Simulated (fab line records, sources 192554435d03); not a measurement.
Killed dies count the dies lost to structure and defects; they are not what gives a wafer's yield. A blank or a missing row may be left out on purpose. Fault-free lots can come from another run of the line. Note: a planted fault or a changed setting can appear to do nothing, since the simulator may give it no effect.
Comparing a struck lot with a sound one + flow n5-finfet + 15 steps out of a route of 1938
Sound: wafers L230.1, L230.4, L230.6. Struck: wafer L236.1. (L236.2, L236.4 of the same lot were not struck and are left out.) The cause comes at the end.
Order at every step that has rows: each side's tool, ch and its chambers, its first start. Under that, the readings that differ: sound wafers + struck wafers + difference of the means + sigmas: that difference in standard deviations of wafers without a fault.
alike: same words and numbers on both sides, and readings whose means sit less than 2 such deviations apart. not compared: any withheld reading, any reading some wafer has no value for, any bound like >300 that may hide the same value, and any number with overlapping values for which the record gives no deviation.
Wherever a step has rows on one side only, a row that says differs or no value, or a row with sigmas, the two part there. Numbers that don't overlap but have no deviation are shown without sigmas and don't part them. A reading that every wafer of one side lacks parts them only if that side has two wafers or more.

first, 8 steps without rows for these wafers: N5_BEOL_M14_COAT_58 (time 60 s, resist thk 89 nm); N5_BEOL_M14_COAT_04 (resist thk 800 nm); N5_BEOL_M14_EBR_06; N5_BEOL_M14_SOFTBAKE_05 (time 60 s); N5_BEOL_M14_EXPOSE_07 (exposes mask V13); N5_BEOL_M14_PEB_08 (peb time 90 s); N5_BEOL_M14_DEVELOP_09 (develop time 45 s); N5_BEOL_M14_HARDBAKE_14 (time 120 s).
N5_BEOL_M14_CD_MEAS_10: the cd target is 250 nm.
  sound on cd-sem-03 ch 0, day 13 00:32; struck on cd-sem-02 ch 0, day 14 21:34
  alike: cd-nm
N5_BEOL_M14_OVL_MEAS_11:
  sound on overlay-02 ch 0, day 13 00:34; struck on overlay-02 ch 0, day 14 21:36
  alike: V13_OVL
N5_BEOL_M14_INSPECT_12: inspects for defects (macro).
  sound: defect-inspect-02 at day 13 00:35; struck: defect-inspect-01 at day 14 21:37
  alike: raw-defect-count
N5_BEOL_M14_DESCUM_15: chemistry O2, time 7.9 s.
  sound on rie-diel-01 ch 0,2,3, day 13 00:37; struck on rie-diel-01 ch 0, day 14 21:46
  alike: drypump-motor-current-A, o2-flow-sccm, oes-product-au, rf-fwd-power-W, rf-vpp-V, showerhead-plenum-p-Torr, throttle-valve-pct
  not compared: rf-hours-counter-h
N5_BEOL_M14_ETCH_59: etches BARC in N2/H2, target depth 89 nm, overetch 26.7 nm, time 67.9 s.
  sound on rie-diel-01 ch 0,2,3, day 13 00:39; struck on rie-diel-01 ch 0, day 14 21:48
| reading                                    | sound           | struck | difference | sigmas |
|--------------------------------------------|-----------------|--------|------------|--------|
| run-length-s (s)                           | 91.8 91.2 90.8  | 100.0  | +8.7       | +16    |
| model.coat_of_BEOL_M14_COAT_04.thk-nm (nm) | 718.8 719.4 716 | 707.4  | -10.7      |        |
  alike: drypump-motor-current-A, oes-product-au, rf-fwd-power-W, rf-vpp-V, showerhead-plenum-p-Torr, throttle-valve-pct
  not compared: rf-hours-counter-h
N5_BEOL_M14_VIA_ETCH_16: etches SiO2 in C4F8/O2/Ar, target depth 1231.3 nm.
  sound on rie-diel-01 ch 0,2,3, day 13 00:42; struck on rie-diel-01 ch 0, day 14 21:51
  alike: O2_flow_sccm, drypump-motor-current-A, oes_o_777_au, oes-product-au, rf-fwd-power-W, rf-vpp-V, showerhead-plenum-p-Torr, throttle-valve-pct
after that, 1 step had no rows for these wafers: N5_PASSIVATION_PROBE_49.

## WHERE THEY PART
At N5_BEOL_M14_ETCH_59 and nowhere else, as far as this record goes. Later steps at which nothing parts them and some readings are alike: N5_BEOL_M14_VIA_ETCH_16.

WHY: whatever the simulator had introduced
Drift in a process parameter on rie-diel-01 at N5_BEOL_M14_ETCH_59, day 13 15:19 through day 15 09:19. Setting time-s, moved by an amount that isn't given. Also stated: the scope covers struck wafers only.
